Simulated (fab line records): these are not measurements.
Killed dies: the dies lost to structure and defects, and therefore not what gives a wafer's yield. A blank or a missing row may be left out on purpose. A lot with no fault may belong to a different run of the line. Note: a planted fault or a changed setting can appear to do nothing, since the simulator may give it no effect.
fab line records | flow n5-finfet | part 1 of 2: steps 1 to 3 of 6
[record] lots = 19 | wafers = 57 | last-day = 17
route steps=1938 shown BEOL_M0_SAQP@677 BEOL_M0@721 BEOL_M1@788
lots that met no fault: from a run of the same line without faults
start-h: start of the lot's first displayed wafer, in hours after the record's first day | wait-h: hours since the lot's step before | " same as the row above | L1.1+2: a row that stands for several wafers | - no value, or no start given | * or withheld: withheld | < > ~ a bound
route shown NAME@n: a module of which the file shows steps, and the number in the route of the first | usual: mean/standard deviation taken from wafers without a fault | same: alike in all rows | chamber/n: place in a boat | sites: per-site readings | _std_site: how widely they spread, as a standard deviation | _edge_site: inner sites' mean taken away from outer sites' mean | radius-mm: for every site, how far away it sits from the centre of the wafer | mask NAME#n: copy n | behind: the tool/chamber that last shaped the wafer | hold: why the lot was held/for how many hours/how that ended | device: the transistor (n, p or np) that didn't switch | end of line: the tests these same wafers got at the end of their route | a step without rows: its recipe alone | killed: dies that structure and defects cost at the first sort, which is not the same as the wafer's yield | map: shows each die of a wafer: x if killed, . if not, _ if none is there
set.NAME: the run value of the setting; set.NAME@STEP: its run value at that earlier step | model.NAME: the simulator's own value behind a step, which no gauge read
route steps across a sampled set of lots; one table per step, one row per wafer
services: from which hour (start-h, from the record's first day; less than 0 if before it) a tool's chamber was out of use, for how many hours, and why
[[steps]]
[step N5_BEOL_M0_SAQP_SPACER2_ETCHBACK_27]
[recipe] chemistry = CHF3/O2 | mode = anisotropic-etchback | target = SiO2 | target-depth-a = 225 | time-s = 11.25 | pressure-mtorr = 30 | source-w = 650 | bias-w = 170 | Ar_flow_sccm = 200 | CHF3_flow_sccm = 50 | O2_flow_sccm = 5 | ion-energy-ev = 200
[usual] O2_flow_sccm = 5.000/0.015 | drypump-motor-current-A = 5.7/0.47 | mfc-ar-sccm = 200.0/0.58 | oes-product-au = 0.76/0.093 | rf-vpp-V = 521/9 | showerhead-plenum-p-Torr = 2.40/0.066 | throttle-valve-pct = 18.94/0.27
lot.wafer | tool        | chamber | start-h | wait-h | O2_flow_sccm | drypump-motor-current-A | mfc-ar-sccm | oes-product-au | rf-hours-counter-h | rf-vpp-V | showerhead-plenum-p-Torr | throttle-valve-pct
L074.3    | rie-diel-04 | 2       | 111.48  | 0.3    | 5.005        | 5.7                     | 198.8       | 0.73           | 154                | 520      | 2.49                     | 18.52
L074.5    | "           | 2       | "       | "      | 5.011        | 5.8                     | 198.9       | 0.74           | -                  | 521      | 2.49                     | 18.51
L074.6    | "           | 0       | "       | "      | 5.019        | 4.7                     | 199.1       | 0.71           | -                  | 529      | 2.32                     | 19.08
L075.3    | rie-diel-04 | 1       | 116.45  | 0.3    | 4.984        | 6.1                     | 198.4       | 0.69           | 241                | 531      | 2.40                     | 19.17
L075.4    | "           | 2       | "       | "      | 5.003        | 5.7                     | 200.4       | 0.74           | -                  | 520      | 2.49                     | 18.52
L075.6    | "           | 1       | "       | "      | 4.979        | 6.1                     | 199.0       | 0.69           | -                  | 532      | 2.40                     | 19.18
L077.2    | rie-diel-01 | 0       | 133.71  | 0.3    | 5.001        | 5.3                     | 199.1       | 0.69           | 234                | 508      | 2.45                     | 19.19
L077.5    | "           | 3       | "       | "      | 5.005        | 5.8                     | 200.9       | 0.74           | -                  | 523      | 2.31                     | 18.79
L077.6    | "           | 0       | "       | "      | 5.012        | 5.2                     | 198.9       | 0.69           | -                  | 506      | 2.45                     | 19.21
L078.1    | rie-diel-01 | 1       | 143.87  | 0.5    | 5.011        | 6.0                     | 200.9       | 0.90           | 22                 | 533      | 2.46                     | 18.54
L078.3    | "           | 3       | "       | "      | 4.995        | 5.8                     | 199.8       | 0.74           | 165                | 521      | 2.31                     | 18.81
L078.6    | "           | 3       | "       | "      | 5.001        | 5.8                     | 201.0       | 0.74           | -                  | 522      | 2.31                     | 18.79
L080.1    | rie-diel-01 | 3       | 151.44  | 0.4    | 4.980        | 5.8                     | 199.6       | 0.73           | 167                | 521      | 2.31                     | 18.80
L080.2    | "           | 2       | "       | "      | 5.005        | 6.2                     | 200.5       | 0.74           | 155                | 511      | 2.40                     | 18.99
L080.4    | "           | 1       | "       | "      | 4.990        | 6.0                     | 199.8       | 0.90           | 25                 | 531      | 2.46                     | 18.54
L083.3    | rie-diel-01 | 3       | 166.30  | 0.3    | 4.967        | 5.8                     | 200.3       | 0.73           | 172                | 520      | 2.30                     | 18.81
L083.4    | "           | 0       | "       | "      | 5.003        | 5.3                     | 199.3       | 0.69           | 244                | 507      | 2.45                     | 19.20
L083.5    | "           | 0       | "       | "      | 4.993        | 5.3                     | 199.8       | 0.69           | -                  | 508      | 2.45                     | 19.19
L084.3    | rie-diel-01 | 0       | 173.53  | 0.3    | 4.998        | 5.3                     | 200.7       | 0.69           | 246                | 509      | 2.45                     | 19.20
L084.4    | "           | 3       | "       | "      | 5.016        | 5.8                     | 200.0       | 0.72           | 174                | 520      | 2.30                     | 18.79
L084.6    | "           | 0       | "       | "      | 4.989        | 5.3                     | 200.0       | 0.68           | -                  | 508      | 2.45                     | 19.19
L086.2    | rie-diel-04 | 1       | 188.86  | 0.3    | 4.984        | 6.1                     | 199.8       | 0.99           | 3                  | 533      | 2.39                     | 18.77
L086.3    | "           | 2       | "       | "      | 5.005        | 5.8                     | 199.7       | 0.72           | 186                | 519      | 2.48                     | 18.57
L086.5    | "           | 0       | "       | "      | 5.010        | 4.7                     | 199.2       | 0.69           | -                  | 528      | 2.30                     | 19.16
L087.3    | rie-diel-04 | 3       | 193.40  | 0.3    | 4.969        | 5.9                     | 200.7       | 0.71           | 223                | 528      | 2.38                     | 19.35
L087.4    | "           | 1       | "       | "      | 5.013        | 6.1                     | 199.7       | 0.98           | 4                  | 533      | 2.39                     | 18.77
L087.5    | "           | 1       | "       | "      | 5.000        | 6.1                     | 199.4       | 0.98           | -                  | 531      | 2.39                     | 18.77
L088.1    | rie-diel-03 | 0       | 200.37  | 0.3    | 4.995        | 5.7                     | 199.8       | 0.73           | 152                | 524      | 2.51                     | 19.18
L088.3    | "           | 1       | "       | "      | 4.985        | 5.7                     | 200.8       | 0.74           | 189                | 522      | 2.41                     | 19.11
L088.5    | "           | 2       | "       | "      | 4.993        | 5.5                     | 200.3       | 0.73           | -                  | 508      | 2.32                     | 19.22
L089.1    | rie-diel-01 | 3       | 205.60  | 0.3    | 4.995        | 5.8                     | 200.7       | 0.72           | 186                | 522      | 2.30                     | 18.83
L089.5    | "           | 2       | "       | "      | 4.972        | 6.3                     | 200.5       | 0.72           | -                  | 510      | 2.40                     | 19.00
L089.6    | "           | 3       | "       | "      | 5.000        | 5.8                     | 200.7       | 0.72           | -                  | 519      | 2.30                     | 18.83
L090.2    | rie-diel-01 | 0       | 212.14  | 0.3    | 5.004        | 5.3                     | 200.3       | 1.00           | 1                  | 507      | 2.44                     | 18.79
L090.5    | "           | 2       | "       | "      | 4.983        | 6.3                     | 201.0       | 0.72           | -                  | 509      | 2.40                     | 19.04
L090.6    | "           | 3       | "       | "      | 5.003        | 5.8                     | 199.7       | 0.71           | -                  | 521      | 2.30                     | 18.84
L091.1    | rie-diel-04 | 2       | 218.09  | 0.5    | 4.983        | 5.8                     | 199.9       | 0.71           | 195                | 520      | 2.48                     | 18.59
L091.2    | "           | 3       | "       | "      | 5.011        | 6.0                     | 199.1       | 0.70           | 230                | 527      | 2.38                     | 19.37
L091.6    | "           | 3       | "       | "      | 5.003        | 6.0                     | 200.3       | 0.71           | -                  | 526      | 2.38                     | 19.38
L092.1    | rie-diel-04 | 3       | 223.61  | 0.3    | 5.000        | 5.9                     | 199.2       | 0.70           | 232                | 528      | 2.38                     | 19.38
L092.3    | "           | 1       | "       | "      | 5.020        | 6.1                     | 198.9       | 0.95           | 15                 | 532      | 2.38                     | 18.81
L092.4    | "           | 2       | "       | "      | 4.985        | 5.7                     | 199.8       | 0.70           | 197                | 519      | 2.48                     | 18.59
L093.2    | rie-diel-04 | 2       | 227.98  | 0.3    | 5.007        | 5.7                     | 199.8       | 0.70           | 198                | 520      | 2.48                     | 18.60
L093.4    | "           | 0       | "       | "      | 4.974        | 4.7                     | 199.0       | 0.69           | 218                | 526      | 2.30                     | 19.15
L093.5    | "           | 0       | "       | "      | 4.977        | 4.7                     | 198.8       | 0.68           | -                  | 527      | 2.30                     | 19.16
L094.1    | rie-diel-01 | 3       | 234.50  | 0.3    | 5.017        | 5.8                     | 199.6       | 0.70           | 196                | 520      | 2.30                     | 18.84
L094.2    | "           | 1       | "       | "      | 5.014        | 6.0                     | 199.5       | 0.86           | 46                 | 530      | 2.45                     | 18.56
L094.3    | "           | 2       | "       | "      | 5.016        | 6.3                     | 200.2       | 0.72           | 183                | 511      | 2.39                     | 19.04
L095.2    | rie-diel-01 | 0       | 238.57  | 0.3    | 4.992        | 5.3                     | 200.5       | 0.96           | 10                 | 506      | 2.44                     | 18.82
L095.3    | "           | 3       | "       | "      | 4.998        | 5.8                     | 199.5       | 0.71           | 197                | 520      | 2.30                     | 18.84
L095.5    | "           | 1       | "       | "      | 4.985        | 6.0                     | 199.5       | 0.87           | -                  | 530      | 2.45                     | 18.57
L096.2    | rie-diel-01 | 1       | 243.21  | 0.3    | 4.994        | 6.0                     | 199.5       | 0.86           | 49                 | 531      | 2.45                     | 18.56
L096.4    | "           | 3       | "       | "      | 4.995        | 5.8                     | 200.2       | 0.71           | 198                | 520      | 2.29                     | 18.84
L096.5    | "           | 3       | "       | "      | 5.024        | 5.8                     | 200.2       | 0.71           | -                  | 520      | 2.30                     | 18.85
L097.1    | rie-diel-04 | 3       | 246.90  | 0.3    | 4.990        | 5.9                     | 199.3       | 0.69           | 240                | 526      | 2.38                     | 19.39
L097.3    | "           | 2       | "       | "      | 4.985        | 5.7                     | 199.5       | 0.71           | 205                | 519      | 2.47                     | 18.61
L097.5    | "           | 0       | "       | "      | 5.008        | 4.7                     | 200.2       | 0.68           | -                  | 528      | 2.30                     | 19.16
[step N5_BEOL_M0_TRENCH_ETCH_107]
[recipe] chemistry = C4F6/O2 | target-depth-a = 328 | target = SiOC | time-s = 16.4 | ion-energy-ev = 250 | pressure-mtorr = 30 | source-w = 355 | bias-w = 185 | Ar_flow_sccm = 300 | C4F6_flow_sccm = 10 | O2_flow_sccm = 10
[usual] O2_flow_sccm = 10.00/0.032 | drypump-motor-current-A = 5.7/0.5 | mfc-ar-sccm = 300.0/0.88 | oes-product-au = 0.77/0.056 | rf-vpp-V = 662/15 | showerhead-plenum-p-Torr = 2.90/0.055 | throttle-valve-pct = 20.95/0.28
lot.wafer | tool        | chamber | start-h | wait-h | O2_flow_sccm | drypump-motor-current-A | mfc-ar-sccm | oes-product-au | rf-hours-counter-h | rf-vpp-V | showerhead-plenum-p-Torr | throttle-valve-pct
L074.3    | rie-diel-05 | 2       | 117.91  | 0.0    | 10.02        | 4.9                     | 300.4       | 0.74           | 164                | 679      | 2.94                     | 20.49
L074.5    | "           | 1       | "       | "      | 10.02        | 6.2                     | 300.4       | 0.86           | -                  | 681      | 2.90                     | 21.02
L074.6    | "           | 0       | "       | "      | 10.00        | 5.5                     | 300.2       | 0.81           | -                  | 677      | 2.89                     | 21.18
L075.3    | rie-diel-02 | 2       | 121.18  | 0.0    | 10.05        | 5.1                     | 301.0       | 0.73           | 175                | 650      | 2.86                     | 21.39
L075.4    | "           | 0       | "       | "      | 10.04        | 6.5                     | 299.2       | 0.90           | 40                 | 658      | 2.99                     | 20.76
L075.6    | "           | 1       | "       | "      | 9.95         | 6.3                     | 298.7       | 0.71           | -                  | 659      | 2.83                     | 20.68
L077.2    | rie-diel-05 | 0       | 138.28  | 0.0    | 9.99         | 5.5                     | 299.4       | 0.81           | 102                | 675      | 2.89                     | 21.18
L077.5    | "           | 0       | "       | "      | 10.02        | 5.5                     | 300.8       | 0.80           | -                  | 675      | 2.89                     | 21.19
L077.6    | "           | 3       | "       | "      | 10.02        | 5.5                     | 300.5       | 0.83           | -                  | 656      | 2.99                     | 20.60
L078.1    | rie-diel-02 | 3       | 147.73  | 0.0    | 10.02        | 5.9                     | 300.6       | 0.77           | 113                | 633      | 2.86                     | 21.17
L078.3    | "           | 1       | "       | "      | 9.92         | 6.3                     | 299.2       | 0.71           | 216                | 657      | 2.82                     | 20.73
L078.6    | "           | 2       | "       | "      | 10.04        | 5.1                     | 300.7       | 0.72           | -                  | 650      | 2.86                     | 21.40
L080.1    | rie-diel-05 | 1       | 155.40  | 0.0    | 9.99         | 6.2                     | 301.0       | 0.84           | 73                 | 679      | 2.89                     | 21.05
L080.2    | "           | 2       | "       | "      | 9.98         | 4.9                     | 300.2       | 0.74           | 178                | 680      | 2.94                     | 20.51
L080.4    | "           | 0       | "       | "      | 10.02        | 5.5                     | 299.3       | 0.80           | 108                | 676      | 2.88                     | 21.19
L083.3    | rie-diel-05 | 2       | 171.21  | 0.0    | 10.01        | 4.9                     | 299.2       | 0.73           | 182                | 679      | 2.94                     | 20.52
L083.4    | "           | 1       | "       | "      | 10.02        | 6.2                     | 300.1       | 0.83           | 82                 | 680      | 2.89                     | 21.06
L083.5    | "           | 0       | "       | "      | 10.04        | 5.5                     | 301.0       | 0.79           | -                  | 674      | 2.88                     | 21.21
L084.3    | rie-diel-06 | 1       | 178.68  | 0.0    | 10.02        | 5.7                     | 299.9       | 0.69           | 203                | 658      | 2.92                     | 20.89
L084.4    | "           | 2       | "       | "      | 10.01        | 5.5                     | 299.4       | 0.77           | 116                | 646      | 2.87                     | 20.77
L084.6    | "           | 1       | "       | "      | 9.97         | 5.7                     | 299.9       | 0.70           | -                  | 658      | 2.92                     | 20.87
L086.2    | rie-diel-02 | 1       | 192.08  | 0.0    | 10.01        | 6.3                     | 300.2       | 0.71           | 226                | 658      | 2.82                     | 20.73
L086.3    | "           | 0       | "       | "      | 9.98         | 6.5                     | 301.4       | 0.86           | 58                 | 658      | 2.98                     | 20.80
L086.5    | "           | 3       | "       | "      | 10.00        | 5.8                     | 299.6       | 0.76           | -                  | 633      | 2.86                     | 21.18
L087.3    | rie-diel-02 | 1       | 197.16  | 0.0    | 10.03        | 6.3                     | 298.0       | 0.71           | 229                | 657      | 2.82                     | 20.72
L087.4    | "           | 2       | "       | "      | 10.02        | 5.1                     | 299.3       | 0.70           | 194                | 649      | 2.85                     | 21.42
L087.5    | "           | 2       | "       | "      | 9.99         | 5.1                     | 300.5       | 0.71           | -                  | 650      | 2.85                     | 21.42
L088.1    | rie-diel-05 | 3       | 204.40  | 0.0    | 9.94         | 5.5                     | 300.9       | 0.79           | 101                | 658      | 2.98                     | 20.62
L088.3    | "           | 0       | "       | "      | 10.00        | 5.5                     | 299.7       | 0.77           | 129                | 676      | 2.87                     | 21.22
L088.5    | "           | 0       | "       | "      | 9.99         | 5.5                     | 300.0       | 0.78           | -                  | 675      | 2.87                     | 21.24
L089.1    | rie-diel-06 | 3       | 209.42  | 0.0    | 10.01        | 5.7                     | 299.6       | 0.81           | 103                | 673      | 2.89                     | 21.16
L089.5    | "           | 1       | "       | "      | 9.98         | 5.7                     | 300.7       | 0.69           | -                  | 659      | 2.91                     | 20.90
L089.6    | "           | 0       | "       | "      | 10.02        | 6.4                     | 300.0       | 0.69           | -                  | 645      | 2.82                     | 21.24
L090.2    | rie-diel-02 | 1       | 217.77  | 0.0    | 9.97         | 6.3                     | 299.7       | 0.69           | 236                | 658      | 2.81                     | 20.73
L090.5    | "           | 3       | "       | "      | 9.96         | 5.9                     | 300.4       | 0.75           | -                  | 633      | 2.85                     | 21.20
L090.6    | "           | 0       | "       | "      | 9.97         | 6.6                     | 299.1       | 0.84           | -                  | 659      | 2.98                     | 20.82
L091.1    | rie-diel-02 | 2       | 220.87  | 0.0    | 9.95         | 5.1                     | 299.3       | 0.71           | 202                | 649      | 2.85                     | 21.41
L091.2    | "           | 3       | "       | "      | 10.00        | 5.9                     | 299.0       | 0.75           | 134                | 633      | 2.85                     | 21.19
L091.6    | "           | 3       | "       | "      | 9.99         | 5.9                     | 299.1       | 0.75           | -                  | 633      | 2.85                     | 21.21
L092.1    | rie-diel-06 | 0       | 227.07  | 0.0    | 10.03        | 6.4                     | 299.0       | 0.69           | 221                | 644      | 2.81                     | 21.25
L092.3    | "           | 2       | "       | "      | 9.97         | 5.5                     | 300.7       | 0.76           | 135                | 646      | 2.86                     | 20.82
L092.4    | "           | 1       | "       | "      | 10.02        | 5.7                     | 300.7       | 0.68           | 223                | 659      | 2.91                     | 20.90
L093.2    | rie-diel-06 | 2       | 232.55  | 0.0    | 9.97         | 5.5                     | 300.5       | 0.76           | 139                | 645      | 2.86                     | 20.83
L093.4    | "           | 3       | "       | "      | 9.97         | 5.7                     | 299.2       | 0.81           | 107                | 674      | 2.89                     | 21.16
L093.5    | "           | 3       | "       | "      | 9.95         | 5.7                     | 302.1       | 0.81           | -                  | 674      | 2.89                     | 21.12
L094.1    | rie-diel-02 | 0       | 237.44  | 0.0    | 9.96         | 6.5                     | 300.3       | 0.84           | 76                 | 660      | 2.98                     | 20.83
L094.2    | "           | 1       | "       | "      | 10.02        | 6.3                     | 301.1       | 0.69           | 244                | 658      | 2.81                     | 20.74
L094.3    | "           | 3       | "       | "      | 10.01        | 5.9                     | 300.0       | 0.74           | 141                | 633      | 2.85                     | 21.20
L095.2    | rie-diel-05 | 1       | 242.01  | 0.0    | 9.98         | 6.2                     | 299.2       | 0.80           | 108                | 677      | 2.88                     | 21.11
L095.3    | "           | 3       | "       | "      | 10.03        | 5.5                     | 298.9       | 0.79           | 114                | 654      | 2.97                     | 20.66
L095.5    | "           | 0       | "       | "      | 10.01        | 5.5                     | 300.9       | 0.77           | -                  | 677      | 2.87                     | 21.24
L096.2    | rie-diel-05 | 1       | 249.77  | 0.0    | 10.01        | 6.2                     | 301.8       | 0.80           | 111                | 679      | 2.88                     | 21.10
L096.4    | "           | 2       | "       | "      | 9.99         | 4.9                     | 299.2       | 0.72           | 211                | 679      | 2.92                     | 20.56
L096.5    | "           | 2       | "       | "      | 9.96         | 4.9                     | 300.2       | 0.72           | -                  | 680      | 2.92                     | 20.56
L097.1    | rie-diel-05 | 2       | 250.86  | 0.0    | 10.03        | 4.9                     | 300.1       | 0.71           | 212                | 679      | 2.92                     | 20.55
L097.3    | "           | 0       | "       | "      | 9.99         | 5.5                     | 298.9       | 0.76           | 146                | 675      | 2.87                     | 21.24
L097.5    | "           | 2       | "       | "      | 10.00        | 4.9                     | 299.3       | 0.71           | -                  | 677      | 2.92                     | 20.56
[step N5_BEOL_M0_STRIP_142]
[recipe] chemistry = N2/H2 | time-s = 10 | power-w = 450 | temp-c = 40 | pressure-mtorr = 20 | rf-frequency-hz = 6e+07 | bias-power-w = 7 | n2-flow-sccm = 200 | h2-flow-sccm = 200
[usual] drypump-motor-current-A = 5.7/0.49 | oes-product-au = 0.77/0.057 | rf-vpp-V = 59.3/0.8 | showerhead-plenum-p-Torr = 2.58/0.063 | throttle-valve-pct = 23.70/0.26
lot.wafer | tool        | chamber | start-h | wait-h | drypump-motor-current-A | oes-product-au | rf-hours-counter-h | rf-vpp-V | showerhead-plenum-p-Torr | throttle-valve-pct
L074.3    | rie-diel-05 | 2       | 117.94  | 0.0    | 4.9                     | 0.75           | 164                | 58.4     | 2.65                     | 23.37
L074.5    | "           | 1       | "       | "      | 6.2                     | 0.87           | -                  | 59.2     | 2.57                     | 23.96
L074.6    | "           | 0       | "       | "      | 5.5                     | 0.81           | -                  | 58.2     | 2.55                     | 23.50
L075.3    | rie-diel-02 | 2       | 121.20  | 0.0    | 5.1                     | 0.74           | 175                | 58.5     | 2.52                     | 23.88
L075.4    | "           | 0       | "       | "      | 6.6                     | 0.90           | 40                 | 60.5     | 2.71                     | 23.83
L075.6    | "           | 1       | "       | "      | 6.3                     | 0.71           | -                  | 59.5     | 2.52                     | 23.51
L077.2    | rie-diel-05 | 0       | 138.30  | 0.0    | 5.5                     | 0.80           | 102                | 56.8     | 2.55                     | 23.51
L077.5    | "           | 0       | "       | "      | 5.5                     | 0.81           | -                  | 58.3     | 2.55                     | 23.52
L077.6    | "           | 3       | "       | "      | 5.5                     | 0.84           | -                  | 59.4     | 2.67                     | 23.39
L078.1    | rie-diel-02 | 3       | 147.76  | 0.0    | 5.9                     | 0.77           | 113                | 58.8     | 2.55                     | 23.98
L078.3    | "           | 1       | "       | "      | 6.3                     | 0.70           | 216                | 58.5     | 2.52                     | 23.52
L078.6    | "           | 2       | "       | "      | 5.1                     | 0.72           | -                  | 59.6     | 2.52                     | 23.89
L080.1    | rie-diel-05 | 1       | 155.42  | 0.0    | 6.2                     | 0.85           | 73                 | 59.1     | 2.57                     | 23.97
L080.2    | "           | 2       | "       | "      | 4.9                     | 0.75           | 178                | 59.2     | 2.64                     | 23.39
L080.4    | "           | 0       | "       | "      | 5.5                     | 0.80           | 108                | 57.6     | 2.54                     | 23.53
L083.3    | rie-diel-05 | 2       | 171.23  | 0.0    | 4.9                     | 0.74           | 182                | 60.3     | 2.64                     | 23.39
L083.4    | "           | 1       | "       | "      | 6.2                     | 0.85           | 82                 | 59.5     | 2.56                     | 24.00
L083.5    | "           | 0       | "       | "      | 5.5                     | 0.79           | -                  | 58.9     | 2.54                     | 23.53
L084.3    | rie-diel-06 | 1       | 178.70  | 0.0    | 5.7                     | 0.70           | 203                | 58.7     | 2.62                     | 23.47
L084.4    | "           | 2       | "       | "      | 5.5                     | 0.78           | 116                | 59.7     | 2.56                     | 23.57
L084.6    | "           | 1       | "       | "      | 5.7                     | 0.69           | -                  | 59.6     | 2.62                     | 23.48
L086.2    | rie-diel-02 | 1       | 192.10  | 0.0    | 6.3                     | 0.71           | 226                | 59.6     | 2.52                     | 23.55
L086.3    | "           | 0       | "       | "      | 6.5                     | 0.86           | 58                 | 59.2     | 2.71                     | 23.86
L086.5    | "           | 3       | "       | "      | 5.9                     | 0.75           | -                  | 59.9     | 2.55                     | 24.00
L087.3    | rie-diel-02 | 1       | 197.18  | 0.0    | 6.3                     | 0.69           | 229                | 57.6     | 2.52                     | 23.55
L087.4    | "           | 2       | "       | "      | 5.1                     | 0.71           | 194                | 59.5     | 2.51                     | 23.93
L087.5    | "           | 2       | "       | "      | 5.1                     | 0.72           | -                  | 59.2     | 2.51                     | 23.91
L088.1    | rie-diel-05 | 3       | 204.42  | 0.0    | 5.5                     | 0.81           | 101                | 59.0     | 2.65                     | 23.43
L088.3    | "           | 0       | "       | "      | 5.5                     | 0.79           | 130                | 60.8     | 2.53                     | 23.56
L088.5    | "           | 0       | "       | "      | 5.5                     | 0.78           | -                  | 58.8     | 2.53                     | 23.55
L089.1    | rie-diel-06 | 3       | 209.44  | 0.0    | 5.7                     | 0.81           | 103                | 59.7     | 2.55                     | 23.82
L089.5    | "           | 1       | "       | "      | 5.7                     | 0.68           | -                  | 59.6     | 2.61                     | 23.49
L089.6    | "           | 0       | "       | "      | 6.4                     | 0.70           | -                  | 59.1     | 2.51                     | 24.29
L090.2    | rie-diel-02 | 1       | 217.79  | 0.0    | 6.3                     | 0.70           | 236                | 59.6     | 2.51                     | 23.55
L090.5    | "           | 3       | "       | "      | 5.9                     | 0.75           | -                  | 59.4     | 2.54                     | 24.02
L090.6    | "           | 0       | "       | "      | 6.5                     | 0.85           | -                  | 60.3     | 2.70                     | 23.87
L091.1    | rie-diel-02 | 2       | 220.90  | 0.0    | 5.1                     | 0.71           | 202                | 58.8     | 2.51                     | 23.93
L091.2    | "           | 3       | "       | "      | 5.9                     | 0.75           | 134                | 59.6     | 2.54                     | 24.00
L091.6    | "           | 3       | "       | "      | 5.9                     | 0.75           | -                  | 58.8     | 2.55                     | 24.02
L092.1    | rie-diel-06 | 0       | 227.10  | 0.0    | 6.4                     | 0.69           | 222                | 60.1     | 2.50                     | 24.32
L092.3    | "           | 2       | "       | "      | 5.5                     | 0.76           | 135                | 59.0     | 2.55                     | 23.60
L092.4    | "           | 1       | "       | "      | 5.7                     | 0.68           | 223                | 59.9     | 2.61                     | 23.49
L093.2    | rie-diel-06 | 2       | 232.57  | 0.0    | 5.5                     | 0.76           | 139                | 59.3     | 2.55                     | 23.61
L093.4    | "           | 3       | "       | "      | 5.7                     | 0.81           | 107                | 59.9     | 2.55                     | 23.83
L093.5    | "           | 3       | "       | "      | 5.7                     | 0.81           | -                  | 59.2     | 2.55                     | 23.84
L094.1    | rie-diel-02 | 0       | 237.47  | 0.0    | 6.5                     | 0.83           | 76                 | 58.2     | 2.70                     | 23.88
L094.2    | "           | 1       | "       | "      | 6.3                     | 0.69           | 244                | 56.2     | 2.51                     | 23.57
L094.3    | "           | 3       | "       | "      | 5.9                     | 0.73           | 141                | 58.7     | 2.54                     | 24.05
L095.2    | rie-diel-05 | 1       | 242.03  | 0.0    | 6.2                     | 0.82           | 108                | 58.9     | 2.55                     | 24.01
L095.3    | "           | 3       | "       | "      | 5.5                     | 0.80           | 114                | 59.3     | 2.65                     | 23.45
L095.5    | "           | 0       | "       | "      | 5.5                     | 0.77           | -                  | 57.5     | 2.53                     | 23.57
L096.2    | rie-diel-05 | 1       | 249.79  | 0.0    | 6.2                     | 0.80           | 111                | 59.2     | 2.55                     | 24.00
L096.4    | "           | 2       | "       | "      | 4.9                     | 0.71           | 211                | 59.9     | 2.63                     | 23.45
L096.5    | "           | 2       | "       | "      | 4.9                     | 0.71           | -                  | 60.4     | 2.63                     | 23.44
L097.1    | rie-diel-05 | 2       | 250.89  | 0.0    | 4.9                     | 0.71           | 212                | 59.3     | 2.63                     | 23.44
L097.3    | "           | 0       | "       | "      | 5.5                     | 0.76           | 146                | 59.6     | 2.53                     | 23.57
L097.5    | "           | 2       | "       | "      | 4.9                     | 0.72           | -                  | 59.3     | 2.63                     | 23.42
